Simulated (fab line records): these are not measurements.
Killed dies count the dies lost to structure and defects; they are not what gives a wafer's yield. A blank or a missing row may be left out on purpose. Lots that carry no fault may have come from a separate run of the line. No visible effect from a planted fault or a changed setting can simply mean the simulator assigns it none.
fab line records :: flow n5Finfet
record
  lots=4
  wafers=12
  lastDay=16
route steps=1938 shown SD_EPI_N@268 BEOL_M4@1111 PASSIVATION@1936
lots that met no fault: from a run of the same line without faults
startH: start of the lot's first displayed wafer, in hours after the record's first day :: waitH: hours from the lot's prior step to this one :: " same as the row above :: L1.1+2: one row covering several wafers at once :: - no value, or no start was given :: * or withheld: withheld :: < > ~ a bound
route shown NAME@n: names a module that has steps shown in the file, with the first one's number in the route :: usual: mean/standard deviation of fault-free wafers :: same: alike in all rows :: chamber/n: place in a boat :: sites: per-site readings :: _std_site: the standard deviation of these :: _edge_site: inner sites' mean taken away from outer sites' mean :: radiusMm: how far each site lies from the wafer's centre :: mask NAME#n: copy n :: behind: tool/chamber where the wafer was last shaped :: hold: the reason the lot was held/the length of the hold in hours/how it ended :: device: which transistor (n, p or np) failed to switch :: end of line: the tests these same wafers got at the end of their route :: a step given without rows: its recipe and nothing more :: killed: not the wafer's yield, but the dies lost to structure and defects at the first sort :: map: per-die view of a wafer (x killed, . not killed, _ where there is no die)
set.NAME: the setting the step ran with; set.NAME@STEP: the setting that earlier step ran with :: model.NAME: the simulator's own value behind a step, which no gauge read
lots seen at some steps along the route; tables by step, rows by wafer
services: a tool's chamber out of use, with start hour (startH, from the record's first day; less than 0 if before it), hours out, and reason
## steps
# step N5_SD_EPI_N_PEB_07
# recipe
  pebTempC=110
  pebTimeS=60
  resist=CAR-ArF-block
# step N5_SD_EPI_N_DEVELOP_08
# recipe
  developTimeS=30
  developer=TMAH
  resist=CAR-ArF-block
  devTempC=23
  rinseLiquid=diw
  dry=airSpin
# step N5_SD_EPI_N_DESCUM_14
# recipe
  chemistry=O2
  timeS=7.9
  sourcePowerW=50
  biasPowerW=20
  pressureMtorr=20
  rfFrequencyHz=2.712e+07
  tempC=40
  resist=CAR-ArF-block
  o2FlowSccm=225
# step N5_SD_EPI_N_ETCH_34
# recipe
  chemistry=CF4
  target=SiARC
  targetDepthA=455
  maskMaterial=CAR-ArF-block
  timeS=75.8
  ionEnergyEv=80
  pressureMtorr=40
  sourceW=545
  biasW=36
  Ar_flow_sccm=100
  cf4FlowSccm=100
  ends=cleared
# step N5_SD_EPI_N_ETCH_35
# recipe
  chemistry=N2/H2
  target=SOC
  overetchA=1080
  maskMaterial=SiARC
  tempC=40
  ionEnergyEv=100
  sourceW=3000
  biasW=133
  pressureMtorr=20
  timeS=486
  n2FlowSccm=200
  h2FlowSccm=200
# step N5_SD_EPI_N_STRIP_36
# recipe
  chemistry=N2/H2
  tempC=40
  n2FlowSccm=200
  h2FlowSccm=200
  rfFrequencyHz=6e+07
# step N5_SD_EPI_N_ETCHBACK_44
# recipe
  chemistry=CH3F/O2
  mode=anisotropicEtchback
  target=SiNx
  targetDepthA=145
  stopOn=SiO2
  overEtchFrac=0.3
  ionEnergyEv=120
  pressureMtorr=30
  sourceW=395
  biasW=73
  Ar_flow_sccm=150
  CH3F_flow_sccm=30
  O2_flow_sccm=20
# step N5_SD_EPI_N_ETCH_45
# recipe
  chemistry=CH3F/O2
  target=SiOCN
  targetDepthA=60
  maskMaterial=SOC
  ionEnergyEv=60
  biasW=29
  pressureMtorr=15
  sourceW=410
  Ar_flow_sccm=150
  CH3F_flow_sccm=30
  O2_flow_sccm=20
# step N5_SD_EPI_N_ETCH_16
# recipe
  chemistry=CHF3/O2
  target=SiO2
  targetDepthA=50
  maskMaterial=SOC
  pressureMtorr=30
  sourceW=650
  biasW=170
  Ar_flow_sccm=200
  CHF3_flow_sccm=50
  O2_flow_sccm=5
  ionEnergyEv=200
# step N5_SD_EPI_N_STRIP_47
# recipe
  chemistry=CHF3/O2
  resist=SiARC
  rfFrequencyHz=6e+07
lot.wafer: L917.2+3+6
tool: rieDiel-01
chamber: 3,2,2
startH: 128.10
waitH: 0.0
model.SiARC_of_SD_EPI_N_COAT_33.thkNm: 0

lot.wafer: L919.1+2+5
tool: rieDiel-01
chamber: 0,3,3
startH: 140.48
waitH: 0.0
model.SiARC_of_SD_EPI_N_COAT_33.thkNm: 0

lot.wafer: L920.1
tool: rieDiel-01
chamber: 0
startH: 144.63
waitH: 0.0
model.SiARC_of_SD_EPI_N_COAT_33.thkNm: 12

lot.wafer: L920.2
tool: rieDiel-01
chamber: 3
startH: 144.63
waitH: 0.0
model.SiARC_of_SD_EPI_N_COAT_33.thkNm: 12.2

lot.wafer: L920.3
tool: rieDiel-01
chamber: 1
startH: 144.63
waitH: 0.0
model.SiARC_of_SD_EPI_N_COAT_33.thkNm: 12.6

lot.wafer: L921.1
tool: rieDiel-04
chamber: 1
startH: 151.17
waitH: 0.0
model.SiARC_of_SD_EPI_N_COAT_33.thkNm: 13.2

lot.wafer: L921.4
tool: rieDiel-04
chamber: 0
startH: 151.17
waitH: 0.0
model.SiARC_of_SD_EPI_N_COAT_33.thkNm: 12.6

lot.wafer: L921.6
tool: rieDiel-04
chamber: 3
startH: 151.17
waitH: 0.0
model.SiARC_of_SD_EPI_N_COAT_33.thkNm: 11.8
# step N5_SD_EPI_N_SD_RECESS_17
# recipe
  chemistry=HBr/Cl2/O2
  targetDepthA=410
  maskMaterial=SOC
  timeS=23.7
  btTimeS=3
  pressureMtorr=10
  icpW=800
  biasW=112
  HBr_flow_sccm=150
  Cl2_flow_sccm=80
  O2_flow_sccm=12
# usual
  HBr_flow_sccm=150.0/0.47
  drypumpMotorCurrentA=5.8/0.52
  oesProductAu=0.999/0.02
  throttleValvePct=37.3/0.38
lot.wafer: L917.2
tool: rieSi-05
chamber: 2
startH: 128.14
waitH: 0.0
HBr_flow_sccm: 149.6
drypumpMotorCurrentA: 4.8
oesProductAu: 0.979
rfHoursCounterH: 73
throttleValvePct: 37.4
model.SiARC_of_SD_EPI_N_COAT_33.thkNm: 0

lot.wafer: L917.3
tool: rieSi-05
chamber: 0
startH: 128.14
waitH: 0.0
HBr_flow_sccm: 149.4
drypumpMotorCurrentA: 5.8
oesProductAu: 1.019
rfHoursCounterH: 68
throttleValvePct: 37.2
model.SiARC_of_SD_EPI_N_COAT_33.thkNm: 0

lot.wafer: L917.6
tool: rieSi-05
chamber: 1
startH: 128.14
waitH: 0.0
HBr_flow_sccm: 149.1
drypumpMotorCurrentA: 5.5
oesProductAu: 1.006
rfHoursCounterH: -
throttleValvePct: 37.2
model.SiARC_of_SD_EPI_N_COAT_33.thkNm: 0

lot.wafer: L919.1
tool: rieSi-01
chamber: 3
startH: 140.52
waitH: 0.0
HBr_flow_sccm: 149.4
drypumpMotorCurrentA: 5.3
oesProductAu: 1.024
rfHoursCounterH: 87
throttleValvePct: 37.0
model.SiARC_of_SD_EPI_N_COAT_33.thkNm: 0

lot.wafer: L919.2
tool: rieSi-01
chamber: 0
startH: 140.52
waitH: 0.0
HBr_flow_sccm: 149.7
drypumpMotorCurrentA: 6.0
oesProductAu: 0.991
rfHoursCounterH: 160
throttleValvePct: 37.1
model.SiARC_of_SD_EPI_N_COAT_33.thkNm: 0

lot.wafer: L919.5
tool: rieSi-01
chamber: 3
startH: 140.52
waitH: 0.0
HBr_flow_sccm: 149.7
drypumpMotorCurrentA: 5.3
oesProductAu: 1.013
rfHoursCounterH: -
throttleValvePct: 37.1
model.SiARC_of_SD_EPI_N_COAT_33.thkNm: 0

lot.wafer: L920.1
tool: rieSi-05
chamber: 1
startH: 144.66
waitH: 0.0
HBr_flow_sccm: 151.1
drypumpMotorCurrentA: 5.4
oesProductAu: 1.009
rfHoursCounterH: 3
throttleValvePct: 37.2
model.SiARC_of_SD_EPI_N_COAT_33.thkNm: 6.6

lot.wafer: L920.2
tool: rieSi-05
chamber: 2
startH: 144.66
waitH: 0.0
HBr_flow_sccm: 150.1
drypumpMotorCurrentA: 4.8
oesProductAu: 0.967
rfHoursCounterH: 74
throttleValvePct: 37.4
model.SiARC_of_SD_EPI_N_COAT_33.thkNm: 7

lot.wafer: L920.3
tool: rieSi-05
chamber: 3
startH: 144.66
waitH: 0.0
HBr_flow_sccm: 150.1
drypumpMotorCurrentA: 6.5
oesProductAu: 0.963
rfHoursCounterH: 4
throttleValvePct: 38.2
model.SiARC_of_SD_EPI_N_COAT_33.thkNm: 7.4

lot.wafer: L921.1
tool: rieSi-05
chamber: 2
startH: 151.20
waitH: 0.0
HBr_flow_sccm: 149.6
drypumpMotorCurrentA: 4.8
oesProductAu: 0.973
rfHoursCounterH: 74
throttleValvePct: 37.4
model.SiARC_of_SD_EPI_N_COAT_33.thkNm: 7.8

lot.wafer: L921.4
tool: rieSi-05
chamber: 1
startH: 151.20
waitH: 0.0
HBr_flow_sccm: 150.7
drypumpMotorCurrentA: 5.5
oesProductAu: 1.005
rfHoursCounterH: 3
throttleValvePct: 37.2
model.SiARC_of_SD_EPI_N_COAT_33.thkNm: 7.2

lot.wafer: L921.6
tool: rieSi-05
chamber: 3
startH: 151.20
waitH: 0.0
HBr_flow_sccm: 149.9
drypumpMotorCurrentA: 6.4
oesProductAu: 0.975
rfHoursCounterH: -
throttleValvePct: 38.2
model.SiARC_of_SD_EPI_N_COAT_33.thkNm: 6.6
# step N5_SD_EPI_N_STRIP_38
# recipe
  chemistry=N2/H2
  powerW=1000
  tempC=250
  h2Frac=0.65
  overashFraction=0.3
  pressureMtorr=withheld
  n2FlowSccm=1750
  h2FlowSccm=3250
# step N5_SD_EPI_N_WET_ETCH_43
# recipe
  chemistry=dHF
  dilution=withheld
  timeS=14
  target=SiO2
  targetDepthA=15
  tempC=25
# step N5_SD_EPI_N_STRIP_18
# recipe
  chemistry=SPM
  timeS=750
  tempC=130
  h2so4H2o2VolRatio=4
# step N5_SD_EPI_N_SRD_20
# recipe
  dry=ipaMarangoni
  doPpb=5
  timeS=30
  tempC=23
  rinseLiquid=diw
# step N5_SD_EPI_N_PRECLEAN_48
# recipe
  chemistry=NF3:NH3
  afsCycles=2
  tempC=30
  timeS=20
  sublimationTempC=180
  sublimationTimeS=60
  pressureTorr=3
  rfPowerW=30
# step N5_SD_EPI_N_VAPOR_ETCH_50
# recipe
  chemistry=HCl
  target=Si
  tempC=775
  timeS=54
  pressureTorr=20
  mode=isotropic
# step N5_SD_EPI_N_EPI_21
# recipe
  material=Si:P
  dopant=P
  tempC=680
  pressureTorr=255
  timeS=690
# step N5_SD_EPI_N_PRECLEAN_24
# recipe
  chemistry=O3/DIW
  timeS=60
  tempC=22
  o3Ppm=10
# step N5_SD_EPI_N_SRD_25
# recipe
  timeS=30
  tempC=23
  rinseLiquid=diw
  dry=ipaMarangoni
# step N5_SD_EPI_N_PRECLEAN_49
# recipe
  chemistry=NF3:NH3
  afsCycles=1
  tempC=30
  timeS=20
  sublimationTempC=180
  sublimationTimeS=60
  pressureTorr=3
  rfPowerW=30
# step N5_SD_EPI_N_LINER_46
# recipe
  material=SiNx
  targetThkA=30
  tempC=400
  aldPrecursorFamily=SiH2I2
  aldCoReactant=N2/H2-plasma
  pressureTorr=2
# step N5_SD_EPI_N_INSPECT_26
# recipe
  inspectInstrument=darkfield
  mode=postEpi
# usual
  rawDefectCount=195/38
lot.wafer: L917.2
tool: defectInspect-01
chamber: -
startH: 132.21
waitH: 0.1
rawDefectCount: 186

lot.wafer: L917.3
tool: defectInspect-01
chamber: -
startH: 132.21
waitH: 0.1
rawDefectCount: 165

lot.wafer: L917.6
tool: defectInspect-01
chamber: -
startH: 132.21
waitH: 0.1
rawDefectCount: 228

lot.wafer: L919.1
tool: defectInspect-02
chamber: -
startH: 144.51
waitH: 0.1
rawDefectCount: 198

lot.wafer: L919.2
tool: defectInspect-02
chamber: -
startH: 144.51
waitH: 0.1
rawDefectCount: 189

lot.wafer: L919.5
tool: defectInspect-02
chamber: -
startH: 144.51
waitH: 0.1
rawDefectCount: 327

lot.wafer: L920.1
tool: defectInspect-01
chamber: -
startH: 148.84
waitH: 0.1
rawDefectCount: 6046

lot.wafer: L920.2
tool: defectInspect-01
chamber: -
startH: 148.84
waitH: 0.1
rawDefectCount: 5952

lot.wafer: L920.3
tool: defectInspect-01
chamber: -
startH: 148.84
waitH: 0.1
rawDefectCount: 5813

lot.wafer: L921.1
tool: defectInspect-01
chamber: -
startH: 154.48
waitH: 0.1
rawDefectCount: 6152

lot.wafer: L921.4
tool: defectInspect-01
chamber: -
startH: 154.48
waitH: 0.1
rawDefectCount: 6036

lot.wafer: L921.6
tool: defectInspect-01
chamber: -
startH: 154.48
waitH: 0.1
rawDefectCount: 6038
# step N5_BEOL_M4_RC_MEAS_101
# usual
  DIBL_N=36.7/2.4
  DIBL_P=37.4/2.9
  IOFF_N=0.18/0.05
  IOFF_P=0.23/0.058
  ION_N=683/16
  ION_P=467/11
  SS_N=71.7/0.77
  SS_P=73.5/0.87
  VT_N=249/4.3
  VT_P=-250/4.4
lot.wafer: L917.2
tool: prober-01
chamber: 0
startH: 244.55
waitH: 0.2
DIBL_N[mV/V]: 36.2
DIBL_P[mV/V]: 37.7
IOFF_N[nA/um]: 0.16
IOFF_P[nA/um]: 0.24
ION_N[uA/um]: 671
ION_P[uA/um]: 462
SS_N[mV/dec]: 71.4
SS_P[mV/dec]: 73.8
VT_N[mV]: 248
VT_P[mV]: -247

lot.wafer: L917.3
tool: prober-01
chamber: 0
startH: 244.55
waitH: 0.2
DIBL_N[mV/V]: 36.1
DIBL_P[mV/V]: 36.3
IOFF_N[nA/um]: 0.14
IOFF_P[nA/um]: 0.21
ION_N[uA/um]: 680
ION_P[uA/um]: 467
SS_N[mV/dec]: 71.3
SS_P[mV/dec]: 73.2
VT_N[mV]: 252
VT_P[mV]: -250

lot.wafer: L917.6
tool: prober-01
chamber: 0
startH: 244.55
waitH: 0.2
DIBL_N[mV/V]: 38.2
DIBL_P[mV/V]: 39.2
IOFF_N[nA/um]: 0.20
IOFF_P[nA/um]: 0.27
ION_N[uA/um]: 698
ION_P[uA/um]: 476
SS_N[mV/dec]: 72.2
SS_P[mV/dec]: 74.0
VT_N[mV]: 249
VT_P[mV]: -245

lot.wafer: L919.1
tool: prober-01
chamber: 0
startH: 251.47
waitH: 0.0
DIBL_N[mV/V]: 34.5
DIBL_P[mV/V]: 33.6
IOFF_N[nA/um]: 0.14
IOFF_P[nA/um]: 0.18
ION_N[uA/um]: 670
ION_P[uA/um]: 458
SS_N[mV/dec]: 71.1
SS_P[mV/dec]: 72.3
VT_N[mV]: 254
VT_P[mV]: -251

lot.wafer: L919.2
tool: prober-01
chamber: 0
startH: 251.47
waitH: 0.0
DIBL_N[mV/V]: 39.5
DIBL_P[mV/V]: 40.5
IOFF_N[nA/um]: 0.26
IOFF_P[nA/um]: 0.28
ION_N[uA/um]: 701
ION_P[uA/um]: 471
SS_N[mV/dec]: 72.4
SS_P[mV/dec]: 74.9
VT_N[mV]: 245
VT_P[mV]: -247

lot.wafer: L919.5
tool: prober-01
chamber: 0
startH: 251.47
waitH: 0.0
DIBL_N[mV/V]: 37.0
DIBL_P[mV/V]: 37.1
IOFF_N[nA/um]: 0.21
IOFF_P[nA/um]: 0.22
ION_N[uA/um]: 695
ION_P[uA/um]: 464
SS_N[mV/dec]: 71.6
SS_P[mV/dec]: 73.4
VT_N[mV]: 245
VT_P[mV]: -251
# step N5_PASSIVATION_PROBE_49
# usual
  defectLimitedYield=91.4/1.6
  killed_at_M0_to_M3=31/11
  killed_at_M4_up=14/5.7
  killedAtContacts=12/6
  killedAtFrontEnd=41/13
  killedAtOther=3.3/2.8
  killedDies=101/19
  killedOnRim=13/3.9
  killedOpen=67/14
  killedShort=33/8.2
  sort_bin_4_leakage=0.0/0.37
  sort_bin_5_function=5.0/1.1
  sort_bin_6_memory=3.3/0.74
  sortNPass=1078/20
  sortYieldPct=91.3/1.7
# same
  grossDies=1180
  killedAtBackSide=0
  sort_bin_8_speed[%]=0
lot.wafer: L917.3
tool: prober-01
chamber: -
startH: 354.87
waitH: 0.1
defectLimitedYield[%]: 92.0
killed_at_M0_to_M3: 23
killed_at_M4_up: 20
killedAtContacts: 10
killedAtFrontEnd: 32
killedAtOther: 9
killedDies: 94
killedOnRim: 12
killedOpen: 60
killedShort: 31
sort_bin_4_leakage[%]: 0
sort_bin_5_function[%]: 4.7
sort_bin_6_memory[%]: 2.9
sortNPass: 1086
sortYieldPct[%]: 92.0

lot.wafer: L919.1
tool: prober-01
chamber: -
startH: 364.60
waitH: 0.0
defectLimitedYield[%]: 95.5
killed_at_M0_to_M3: 13
killed_at_M4_up: 4
killedAtContacts: 10
killedAtFrontEnd: 22
killedAtOther: 4
killedDies: 53
killedOnRim: 4
killedOpen: 39
killedShort: 14
sort_bin_4_leakage[%]: 0
sort_bin_5_function[%]: 2.6
sort_bin_6_memory[%]: 1.6
sortNPass: 1127
sortYieldPct[%]: 95.5

lot.wafer: L920.1
tool: prober-02
chamber: -
startH: 368.38
waitH: 0.0
defectLimitedYield[%]: 8.1
killed_at_M0_to_M3: 33
killed_at_M4_up: 21
killedAtContacts: 20
killedAtFrontEnd: 1010
killedAtOther: 0
killedDies: 1084
killedOnRim: 130
killedOpen: 73
killedShort: 30
sort_bin_4_leakage[%]: 0
sort_bin_5_function[%]: 88.6
sort_bin_6_memory[%]: 3.1
sortNPass: 96
sortYieldPct[%]: 8.1

lot.wafer: L920.2
tool: prober-02
chamber: -
startH: 368.43
waitH: 0.1
defectLimitedYield[%]: 0
killed_at_M0_to_M3: 33
killed_at_M4_up: 12
killedAtContacts: 12
killedAtFrontEnd: 1117
killedAtOther: 6
killedDies: 1180
killedOnRim: 152
killedOpen: 62
killedShort: 25
sort_bin_4_leakage[%]: 0
sort_bin_5_function[%]: 97.5
sort_bin_6_memory[%]: 2.2
sortNPass: 0
sortYieldPct[%]: 0

lot.wafer: L920.3
tool: prober-02
chamber: -
startH: 368.48
waitH: 0.1
defectLimitedYield[%]: 0
killed_at_M0_to_M3: 24
killed_at_M4_up: 19
killedAtContacts: 17
killedAtFrontEnd: 1119
killedAtOther: 1
killedDies: 1180
killedOnRim: 152
killedOpen: 72
killedShort: 24
sort_bin_4_leakage[%]: 0
sort_bin_5_function[%]: 96.5
sort_bin_6_memory[%]: 3.4
sortNPass: 0
sortYieldPct[%]: 0

lot.wafer: L921.1
tool: prober-01
chamber: -
startH: 371.93
waitH: 0.0
defectLimitedYield[%]: 0
killed_at_M0_to_M3: 23
killed_at_M4_up: 17
killedAtContacts: 15
killedAtFrontEnd: 1123
killedAtOther: 2
killedDies: 1180
killedOnRim: 152
killedOpen: 85
killedShort: 31
sort_bin_4_leakage[%]: 0
sort_bin_5_function[%]: 95.0
sort_bin_6_memory[%]: 4.5
sortNPass: 0
sortYieldPct[%]: 0

lot.wafer: L921.4
tool: prober-01
chamber: -
startH: 372.08
waitH: 0.2
defectLimitedYield[%]: 0
killed_at_M0_to_M3: 23
killed_at_M4_up: 5
killedAtContacts: 9
killedAtFrontEnd: 1143
killedAtOther: 0
killedDies: 1180
killedOnRim: 152
killedOpen: 55
killedShort: 18
sort_bin_4_leakage[%]: 0
sort_bin_5_function[%]: 98.0
sort_bin_6_memory[%]: 1.8
sortNPass: 0
sortYieldPct[%]: 0

lot.wafer: L921.6
tool: prober-01
chamber: -
startH: 372.18
waitH: 0.3
defectLimitedYield[%]: 8.6
killed_at_M0_to_M3: 20
killed_at_M4_up: 14
killedAtContacts: 19
killedAtFrontEnd: 1024
killedAtOther: 2
killedDies: 1079
killedOnRim: 129
killedOpen: 68
killedShort: 23
sort_bin_4_leakage[%]: 0
sort_bin_5_function[%]: 87.9
sort_bin_6_memory[%]: 3.1
sortNPass: 101
sortYieldPct[%]: 8.6
# killed by level:class
L917.3 BEOL_M4:geometricParticle:open=12 BEOL_M3:geometricParticle:open=9 FIN_SAQP:geometricParticle:short=7 STI_FIN_REVEAL:geometricParticle:open=7 MOL_CONTACT_COAG:geometricParticle:open=7 BEOL_M1:geometricParticle:open=5 FIN_SAQP:geometricParticle:open=4 MIM_TOP_ETCH:geometricParticle:short=4
L919.1 MOL_CONTACT_COAG:geometricParticle:open=8 STI_FIN_REVEAL:geometricParticle:open=7 STARTING-WAFER:geometricParticle:short=5 BEOL_M2:geometricParticle:open=3 BEOL_M4:geometricParticle:open=3 MIM_BOT:geometricParticle:open=3 DUMMY_GATE:geometricParticle:open=2 MOL_CONTACT_COAG:geometricParticle:short=2
L920.1 SD_EPI_N:areaEpi=979 BEOL_M4:geometricParticle:open=17 MOL_CONTACT_COAG:geometricParticle:open=16 DUMMY_GATE:geometricParticle:open=8 BEOL_M0_SAQP:geometricParticle:open=6 BEOL_M3:geometricParticle:open=6 BEOL_M1:geometricParticle:open=6 ILD0:geometricParticle:short=4
L920.2 SD_EPI_N:areaEpi=1093 MOL_CONTACT_COAG:geometricParticle:open=9 BEOL_M3:geometricParticle:open=8 BEOL_M4:geometricParticle:open=8 BEOL_M0_SAQP:geometricParticle:short=7 STARTING-WAFER:geometricParticle:open=7 BEOL_M1:geometricParticle:open=5 BEOL_M2:geometricParticle:open=5
L920.3 SD_EPI_N:areaEpi=1084 MOL_CONTACT_COAG:geometricParticle:open=14 STI_FIN_REVEAL:geometricParticle:open=8 BEOL_M0_SAQP:geometricParticle:open=8 BEOL_M4:geometricParticle:open=7 FIN_SAQP:geometricParticle:short=6 DUMMY_GATE:geometricParticle:open=6 BEOL_M1:geometricParticle:open=5
L921.1 SD_EPI_N:areaEpi=1062 FIN_SAQP:geometricParticle:open=15 MOL_CONTACT_COAG:geometricParticle:open=13 STI_FIN_REVEAL:geometricParticle:open=13 FIN_SAQP:geometricParticle:short=10 BEOL_M3:geometricParticle:open=8 STI_FIN_REVEAL:geometricParticle:short=7 BEOL_M4:geometricParticle:open=6
L921.4 SD_EPI_N:areaEpi=1105 FIN_SAQP:geometricParticle:open=12 BEOL_M3:geometricParticle:open=12 STI_FIN_REVEAL:geometricParticle:open=7 MOL_CONTACT_COAG:geometricParticle:open=7 BEOL_M3:geometricParticle:short=4 GATE_CUT:geometricParticle:open=4 FIN_SAQP:geometricParticle:short=3
L921.6 SD_EPI_N:areaEpi=988 MOL_CONTACT_COAG:geometricParticle:open=17 STI_FIN_REVEAL:geometricParticle:open=16 BEOL_M3:geometricParticle:open=7 FIN_SAQP:geometricParticle:open=5 FIN_SAQP:geometricParticle:short=4 BEOL_M0_SAQP:geometricParticle:short=4 BEOL_M4:geometricParticle:open=4
# map L920.2 (x killed, . not)
_________________xxxxxxxxxxxx________________
______________xxxxxxxxxxxxxxxxxx_____________
___________xxxxxxxxxxxxxxxxxxxxxxxx__________
__________xxxxxxxxxxxxxxxxxxxxxxxxxx_________
________xxxxxxxxxxxxxxxxxxxxxxxxxxxxxx_______
_______xxxxxxxxxxxxxxxxxxxxxxxxxxxxxxxx______
______xxxxxxxxxxxxxxxxxxxxxxxxxxxxxxxxxx_____
_____xxxxxxxxxxxxxxxxxxxxxxxxxxxxxxxxxxxx____
____xxxxxxxxxxxxxxxxxxxxxxxxxxxxxxxxxxxxxx___
___xxxxxxxxxxxxxxxxxxxxxxxxxxxxxxxxxxxxxxxx__
___xxxxxxxxxxxxxxxxxxxxxxxxxxxxxxxxxxxxxxxx__
__xxxxxxxxxxxxxxxxxxxxxxxxxxxxxxxxxxxxxxxxxx_
__xxxxxxxxxxxxxxxxxxxxxxxxxxxxxxxxxxxxxxxxxx_
_xxxxxxxxxxxxxxxxxxxxxxxxxxxxxxxxxxxxxxxxxxxx
_xxxxxxxxxxxxxxxxxxxxxxxxxxxxxxxxxxxxxxxxxxxx
_xxxxxxxxxxxxxxxxxxxxxxxxxxxxxxxxxxxxxxxxxxxx
_xxxxxxxxxxxxxxxxxxxxxxxxxxxxxxxxxxxxxxxxxxxx
_xxxxxxxxxxxxxxxxxxxxxxxxxxxxxxxxxxxxxxxxxxxx
_xxxxxxxxxxxxxxxxxxxxxxxxxxxxxxxxxxxxxxxxxxxx
_xxxxxxxxxxxxxxxxxxxxxxxxxxxxxxxxxxxxxxxxxxxx
_xxxxxxxxxxxxxxxxxxxxxxxxxxxxxxxxxxxxxxxxxxxx
__xxxxxxxxxxxxxxxxxxxxxxxxxxxxxxxxxxxxxxxxxx_
__xxxxxxxxxxxxxxxxxxxxxxxxxxxxxxxxxxxxxxxxxx_
___xxxxxxxxxxxxxxxxxxxxxxxxxxxxxxxxxxxxxxxx__
___xxxxxxxxxxxxxxxxxxxxxxxxxxxxxxxxxxxxxxxx__
____xxxxxxxxxxxxxxxxxxxxxxxxxxxxxxxxxxxxxx___
_____xxxxxxxxxxxxxxxxxxxxxxxxxxxxxxxxxxxx____
______xxxxxxxxxxxxxxxxxxxxxxxxxxxxxxxxxx_____
_______xxxxxxxxxxxxxxxxxxxxxxxxxxxxxxxx______
________xxxxxxxxxxxxxxxxxxxxxxxxxxxxxx_______
__________xxxxxxxxxxxxxxxxxxxxxxxxxx_________
___________xxxxxxxxxxxxxxxxxxxxxxxx__________
______________xxxxxxxxxxxxxxxxxx_____________
_________________xxxxxxxxxxxx________________
# map L921.1 (x killed, . not)
_________________xxxxxxxxxxxx________________
______________xxxxxxxxxxxxxxxxxx_____________
___________xxxxxxxxxxxxxxxxxxxxxxxx__________
__________xxxxxxxxxxxxxxxxxxxxxxxxxx_________
________xxxxxxxxxxxxxxxxxxxxxxxxxxxxxx_______
_______xxxxxxxxxxxxxxxxxxxxxxxxxxxxxxxx______
______xxxxxxxxxxxxxxxxxxxxxxxxxxxxxxxxxx_____
_____xxxxxxxxxxxxxxxxxxxxxxxxxxxxxxxxxxxx____
____xxxxxxxxxxxxxxxxxxxxxxxxxxxxxxxxxxxxxx___
___xxxxxxxxxxxxxxxxxxxxxxxxxxxxxxxxxxxxxxxx__
___xxxxxxxxxxxxxxxxxxxxxxxxxxxxxxxxxxxxxxxx__
__xxxxxxxxxxxxxxxxxxxxxxxxxxxxxxxxxxxxxxxxxx_
__xxxxxxxxxxxxxxxxxxxxxxxxxxxxxxxxxxxxxxxxxx_
_xxxxxxxxxxxxxxxxxxxxxxxxxxxxxxxxxxxxxxxxxxxx
_xxxxxxxxxxxxxxxxxxxxxxxxxxxxxxxxxxxxxxxxxxxx
_xxxxxxxxxxxxxxxxxxxxxxxxxxxxxxxxxxxxxxxxxxxx
_xxxxxxxxxxxxxxxxxxxxxxxxxxxxxxxxxxxxxxxxxxxx
_xxxxxxxxxxxxxxxxxxxxxxxxxxxxxxxxxxxxxxxxxxxx
_xxxxxxxxxxxxxxxxxxxxxxxxxxxxxxxxxxxxxxxxxxxx
_xxxxxxxxxxxxxxxxxxxxxxxxxxxxxxxxxxxxxxxxxxxx
_xxxxxxxxxxxxxxxxxxxxxxxxxxxxxxxxxxxxxxxxxxxx
__xxxxxxxxxxxxxxxxxxxxxxxxxxxxxxxxxxxxxxxxxx_
__xxxxxxxxxxxxxxxxxxxxxxxxxxxxxxxxxxxxxxxxxx_
___xxxxxxxxxxxxxxxxxxxxxxxxxxxxxxxxxxxxxxxx__
___xxxxxxxxxxxxxxxxxxxxxxxxxxxxxxxxxxxxxxxx__
____xxxxxxxxxxxxxxxxxxxxxxxxxxxxxxxxxxxxxx___
_____xxxxxxxxxxxxxxxxxxxxxxxxxxxxxxxxxxxx____
______xxxxxxxxxxxxxxxxxxxxxxxxxxxxxxxxxx_____
_______xxxxxxxxxxxxxxxxxxxxxxxxxxxxxxxx______
________xxxxxxxxxxxxxxxxxxxxxxxxxxxxxx_______
__________xxxxxxxxxxxxxxxxxxxxxxxxxx_________
___________xxxxxxxxxxxxxxxxxxxxxxxx__________
______________xxxxxxxxxxxxxxxxxx_____________
_________________xxxxxxxxxxxx________________
## services
tool: rieDiel-01
chamber: 1
startH: 119.12
hours: 7.1
kind: repair

tool: rieDiel-01
chamber: 2
startH: 133.21
hours: -
kind: clean

tool: rieDiel-01
chamber: 2
startH: 133.21
hours: -
kind: consumableReplace:focusRing

tool: rieDiel-01
chamber: 2
startH: 133.21
hours: -
kind: consumableReplace:showerhead

tool: rieDiel-01
chamber: 2
startH: 133.21
hours: 16.2
kind: scheduledDown

tool: rieDiel-01
chamber: 2
startH: 133.21
hours: 16.2
kind: ventCycle
## key
firstSign
  step=N5_SD_EPI_N_INSPECT_26
  reading=rawDefectCount
  direction=up
  sigmas=99+
  usual=195
  struck=6006
effect
  step=N5_PASSIVATION_PROBE_49
  reading=sort_bin_5_function
  direction=up
  sigmas=84
  usual=5.0
  struck=93.9
modelEffect
  step=N5_SD_EPI_N_STRIP_47
  value=SiARC_of_SD_EPI_N_COAT_33.thkNm
  without=0
  struck=12.4
modelEffect
  step=N5_SD_EPI_N_SD_RECESS_17
  value=SiARC_of_SD_EPI_N_COAT_33.thkNm
  without=0
  struck=7.1
moreKillsBornAt
  N5_SD_EPI_N_EPI_21@epiRpcvd-02=6311
metAt N5_SD_EPI_N_STRIP_47
struckWafers L920.1,L920.2,L920.3,L921.1,L921.4,L921.6
laterRowsLeftOut L920.1,L920.2,L920.3,L921.1,L921.4,L921.6
onsetBetween 140.48 144.63
alsoFits time
fault
  kind=skippedStepWhole
  tool=rieDiel-01,rieDiel-04
  chamber=-
  onsetH=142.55
  steps=N5_SD_EPI_N_STRIP_47
  scope=struckLotsOnly
# laterRowsLeftOut: the simulator's readings of these wafers behind a module that went badly wrong aren't trusted and aren't shown, but for the sort
